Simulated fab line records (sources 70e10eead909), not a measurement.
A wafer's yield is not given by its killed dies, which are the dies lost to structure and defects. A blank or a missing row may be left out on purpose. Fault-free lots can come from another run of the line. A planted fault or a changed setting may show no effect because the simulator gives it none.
A lot that was struck, set against a sound lot :: flow nand harc :: 16 steps out of a route of 1302
Sound: wafers L220.1, L220.2, L220.3. Wafers struck: L228.1, L228.2, L228.5. The cause comes at the end.
Each step with rows lists, per side, the tool, then ch with its chambers, then its first start. Under that, the readings that differ: sound wafers :: struck wafers :: difference of the means :: sigmas: that difference in standard deviations of wafers without a fault.
alike: readings whose means differ by less than 2 such deviations, and words and numbers that are the same on both sides. not compared: withheld readings, readings that some wafer has no value for, bounds like >300 that may hide the same value, and numbers for which the record gives no deviation and whose values overlap.
Wherever a step has rows on one side only, a row that says differs or no value, or a row with sigmas, the two part there. When numbers do not overlap yet have no deviation, they are printed without sigmas and do not part them. A reading that every wafer of one side lacks parts them only if that side has two wafers or more.

first, 4 steps without rows for these wafers: NHARC_A_ZERO_WELL_EBR_06; NHARC_A_ZERO_WELL_EXPOSE_07 (exposes mask A ZERO); NHARC_A_ZERO_WELL_PEB_08 (peb time 80 s); NHARC_A_ZERO_WELL_DEVELOP_09 (time 50 s).
NHARC_A_ZERO_WELL_CD_MEAS_10: target cd 2000 nm.
  sound on cd sem-03 ch 0, day 8 04:46; struck on cd sem-01 ch 0, day 11 03:44
  alike: cd nm
then, 1 step without rows for these wafers: NHARC_A_ZERO_WELL_HARDBAKE_11 (time 65 s).
NHARC_A_ZERO_WELL_DESCUM_12: chemistry O2, time 3 s.
  sound on rie diel-09 ch 1,2,3, day 8 04:56; struck on rie diel-13 ch 0,2,3, day 11 03:53
  alike: drypump motor current A, oes product au, rf vpp V, showerhead plenum p Torr, throttle valve pct
  not compared: rf hours counter h
NHARC_A_ZERO_WELL_ETCH_19: etches the open film in N2/H2, target depth 80 nm, overetch 24 nm, time 87.88 s.
  sound on rie diel-09 ch 0,2,3, day 8 05:01; struck on rie diel-13 ch 0,1,2, day 11 03:59
  alike: drypump motor current A, n2 flow sccm, oes product au, rf vpp V, showerhead plenum p Torr, throttle valve pct
  not compared: rf hours counter h
NHARC_A_ZERO_WELL_ETCH_13: etches the open film in HBr/Cl2, target depth 120 nm, time 40.1 s.
  sound on rie si-05 ch 0,2,3, day 8 05:08; struck on rie si-05 ch 0,2, day 11 04:06
  alike: drypump motor current A, oes product au, throttle valve pct
  not compared: rf hours counter h
then, 2 steps without rows for these wafers: NHARC_A_ZERO_WELL_STRIP_14 (strips in SPM, time 900 s); NHARC_A_ZERO_WELL_IMPLANT_15.
NHARC_A_ZERO_WELL_PRECLEAN_22: cleans in SC1, time 60 s.
  sound on wet bench-06 ch 3,6,7, day 8 05:55; struck on wet bench-06 ch 0,5,7, day 11 04:51
  alike: sc1 h2o2 end mol l
then, 1 step without rows for these wafers: NHARC_A_ZERO_WELL_SRD_23.
NHARC_A_ZERO_WELL_RTA_16: time 10 s.
  sound on rtp anneal-02 ch 0, day 8 06:02; struck on rtp anneal-01 ch 0, day 11 04:59
reading: lamp power pct (%)
sound: 26.8 26.8 26.8
struck: 29.2 29.2 29.3
difference: +2.4
sigmas: +2
  alike: wafer_temp_C_max
NHARC_A_ZERO_WELL_INSPECT_17:
  sound on defect inspect-02 at day 8 06:14; struck on defect inspect-01 at day 11 05:22
reading: raw defect count
sound: 36 29 21
struck: 463 461 480
difference: +439
sigmas: +71
  not compared: hold
NHARC_END_SORT_01:
  the record has rows for the sound wafers here (prober-01 ch 0, day 25 17:12) and none for the struck ones

WHERE THEY PART
First at NHARC_A_ZERO_WELL_RTA_16; last, within this record, at NHARC_END_SORT_01.

WHY: what had been put in by the simulator
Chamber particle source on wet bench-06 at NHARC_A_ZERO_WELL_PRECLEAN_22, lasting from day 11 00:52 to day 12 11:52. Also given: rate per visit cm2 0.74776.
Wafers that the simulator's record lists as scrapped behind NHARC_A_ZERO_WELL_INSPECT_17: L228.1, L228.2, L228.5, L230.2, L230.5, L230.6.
